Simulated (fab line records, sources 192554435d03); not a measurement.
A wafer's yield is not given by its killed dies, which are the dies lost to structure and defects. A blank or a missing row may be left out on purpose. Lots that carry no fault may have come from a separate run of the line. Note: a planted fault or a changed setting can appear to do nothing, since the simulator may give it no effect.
Chamber matching -- flow n5_finfet -- rie_diel-03 running N5_FIN_SAQP_HM_OPEN_33: 4 sister chambers
The step chemistry CH3F/O2, target SiNx, target depth 49.4 nm, time 70.6 s. 33 wafers are shown with their chamber, then 12 later ones without.

== WAFERS PAIRED WITH THEIR CHAMBERS ==
wafer,chamber,showerhead_plenum_p_Torr (Torr),throttle_valve_pct (%),drypump_motor_current_A (A)
L074.3,0,1.99,16.18,5.6
L074.4,3,2.12,16.54,6.1
L074.5,1,2.06,16.80,5.9
L076.2,0,1.99,16.19,5.5
L076.3,2,1.86,16.50,6.2
L076.4,2,1.86,16.51,6.2
L078.1,1,2.06,16.81,5.9
L078.2,3,2.12,16.55,6.1
L078.5,2,1.86,16.50,6.2
L079.2,2,1.85,16.52,6.1
L079.4,0,1.99,16.20,5.5
L079.6,1,2.06,16.84,5.9
L080.1,0,1.99,16.21,5.5
L080.2,2,1.85,16.52,6.2
L080.4,1,2.06,16.82,5.9
L081.1,2,1.85,16.53,6.2
L081.3,1,2.06,16.83,5.9
L081.6,1,2.06,16.82,5.9
L082.1,1,2.06,16.85,5.9
L082.2,2,1.85,16.52,6.2
L082.3,0,1.99,16.20,5.6
L082.4,1,2.06,16.86,5.9
L082.5,2,1.85,16.51,6.2
L082.6,0,1.99,16.21,5.5
L083.1,0,1.99,16.22,5.6
L083.3,1,2.06,16.86,5.9
L083.4,1,2.06,16.86,5.9
L084.1,2,1.85,16.54,6.2
L084.3,1,2.06,16.84,5.9
L084.6,0,1.99,16.24,5.6
L090.1,0,1.98,16.27,5.5
L090.2,3,2.11,16.55,6.1
L090.5,0,1.98,16.27,5.5

SIGNATURES, as means of the wafers listed above
reading,chamber 0,chamber 1,chamber 2,chamber 3,scatter within a chamber
showerhead_plenum_p_Torr,1.9880,2.0600,1.8533,2.1167,0.00384
throttle_valve_pct,16.2190,16.8355,16.5167,16.5467,0.0226
drypump_motor_current_A,5.540,5.900,6.189,6.100,0.0337
Rule: for a wafer and a chamber, the distance is found by dividing, reading by reading, the gap between the wafer's reading and the chamber's mean by the reading's scatter, squaring, summing and taking the root. If the next closest chamber is less than 2 further off than the closest, the wafer can't be placed; otherwise it belongs to the closest. How the scatter is found: for the shown wafers, subtract from each reading the mean of its chamber, square and add these, divide the total by (wafers less chambers), then take the root.

== WAFERS WHOSE CHAMBER IS MISSING ==
wafer,showerhead_plenum_p_Torr (Torr),throttle_valve_pct (%),drypump_motor_current_A (A)
L092.1,1.98,16.26,5.5
L092.3,1.84,16.57,6.2
L092.4,2.11,16.57,6.1
L094.1,1.98,16.29,5.5
L094.2,1.84,16.58,6.1
L094.6,1.84,16.57,6.1
L095.2,2.11,16.58,6.1
L095.3,1.98,16.28,5.6
L095.5,2.11,16.60,6.1
L096.1,2.11,16.60,6.2
L096.2,2.05,16.46,5.9
L096.4,2.11,16.60,6.1

== WHICH CHAMBER EACH ONE RAN IN ==
wafer,from the rows above,in truth
L092.1,0,0
L092.3,2,2
L092.4,3,3
L094.1,0,0
L094.2,2,2
L094.6,2,2
L095.2,3,3
L095.3,0,0
L095.5,3,3
L096.1,3,3
L096.2,can't be placed: 1 or 3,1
L096.4,3,3
Correct placement for 11 of the 12. Unplaceable from these rows: 1, with the true chamber sitting among the candidates in 1. Number placed wrongly: 0.
